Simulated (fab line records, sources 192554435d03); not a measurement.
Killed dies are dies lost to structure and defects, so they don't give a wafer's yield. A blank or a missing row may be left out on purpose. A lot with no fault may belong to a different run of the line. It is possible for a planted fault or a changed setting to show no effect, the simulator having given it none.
Chamber matching + flow n5 finfet + N5_BEOL_M2_ETCH_77 on rie diel-04: 4 sister chambers
The step etches underlayer in N2/H2, target depth 6.5 nm, time 5.2 s. 20 wafers are shown with their chamber, then 10 later ones without.

== EACH WAFER AND ITS CHAMBER ==
| wafer  | chamber | drypump motor current A (A) | etch rf on time s (s) | throttle valve pct (%) |
|--------|---------|-----------------------------|-----------------------|------------------------|
| L075.3 | 3       | 5.7                         | 5.24                  | 17.88                  |
| L075.4 | 2       | 4.8                         | 5.14                  | 18.06                  |
| L075.6 | 0       | 5.6                         | 4.97                  | 18.02                  |
| L078.1 | 2       | 4.8                         | 5.11                  | 18.12                  |
| L078.2 | 3       | 5.7                         | 5.22                  | 17.91                  |
| L078.4 | 0       | 5.6                         | 5.01                  | 18.05                  |
| L084.4 | 2       | 4.7                         | 5.07                  | 18.11                  |
| L084.5 | 3       | 5.6                         | 5.15                  | 17.94                  |
| L084.6 | 1       | 5.8                         | 5.31                  | 17.76                  |
| L086.1 | 2       | 4.7                         | 5.16                  | 18.12                  |
| L086.3 | 1       | 5.8                         | 5.34                  | 17.77                  |
| L086.5 | 1       | 5.8                         | 5.34                  | 17.78                  |
| L089.1 | 0       | 5.6                         | 4.85                  | 17.74                  |
| L089.2 | 3       | 5.7                         | 5.18                  | 17.95                  |
| L089.6 | 3       | 5.7                         | 5.14                  | 17.98                  |
| L090.1 | 2       | 4.8                         | 5.07                  | 18.13                  |
| L090.2 | 3       | 5.7                         | 5.04                  | 17.99                  |
| L090.4 | 0       | 5.6                         | 4.78                  | 17.72                  |
| L091.4 | 2       | 4.7                         | 5.23                  | 18.13                  |
| L091.5 | 0       | 5.6                         | 4.91                  | 17.72                  |

SIGNATURES (averages over the wafers above)
| reading                 | chamber 0 | chamber 1 | chamber 2 | chamber 3 | scatter within a chamber |
|-------------------------|-----------|-----------|-----------|-----------|--------------------------|
| drypump motor current A | 5.600     | 5.800     | 4.750     | 5.683     | 0.0382                   |
| etch rf on time s       | 4.9040    | 5.3300    | 5.1300    | 5.1617    | 0.07                     |
| throttle valve pct      | 17.8500   | 17.7700   | 18.1117   | 17.9417   | 0.0892                   |
Rule: for a wafer and a chamber, the distance is found by dividing, reading by reading, the gap between the wafer's reading and the chamber's mean by the reading's scatter, squaring, summing and taking the root. The wafer belongs to the nearest chamber; if the next one is less than 2 further off, it can't be placed. The scatter: take each reading less its chamber's mean, square it, sum over the shown wafers, divide by the number of wafers less the number of chambers, and take the root.

== WAFERS WHOSE CHAMBER IS MISSING ==
| wafer  | drypump motor current A (A) | etch rf on time s (s) | throttle valve pct (%) |
|--------|-----------------------------|-----------------------|------------------------|
| L091.6 | 5.6                         | 5.22                  | 17.98                  |
| L093.1 | 5.7                         | 5.24                  | 17.98                  |
| L093.2 | 5.6                         | 4.89                  | 17.71                  |
| L093.5 | 5.7                         | 5.19                  | 17.99                  |
| L094.1 | 5.6                         | 4.86                  | 17.72                  |
| L094.3 | 5.8                         | 5.33                  | 17.77                  |
| L094.5 | 5.6                         | 5.22                  | 17.99                  |
| L096.3 | 5.7                         | 5.15                  | 17.99                  |
| L096.5 | 4.8                         | 5.17                  | 18.16                  |
| L096.6 | 5.8                         | 5.32                  | 17.79                  |

== CHAMBER TAKEN BY EACH ==
| wafer  | from the rows above | in truth |
|--------|---------------------|----------|
| L091.6 | 3                   | 3        |
| L093.1 | 3                   | 3        |
| L093.2 | 0                   | 0        |
| L093.5 | 3                   | 3        |
| L094.1 | 0                   | 0        |
| L094.3 | 1                   | 1        |
| L094.5 | 3                   | 3        |
| L096.3 | 3                   | 3        |
| L096.5 | 2                   | 2        |
| L096.6 | 1                   | 1        |
10 of 10 placed correctly. Number that these rows cannot place: 0. Number placed wrongly: 0.
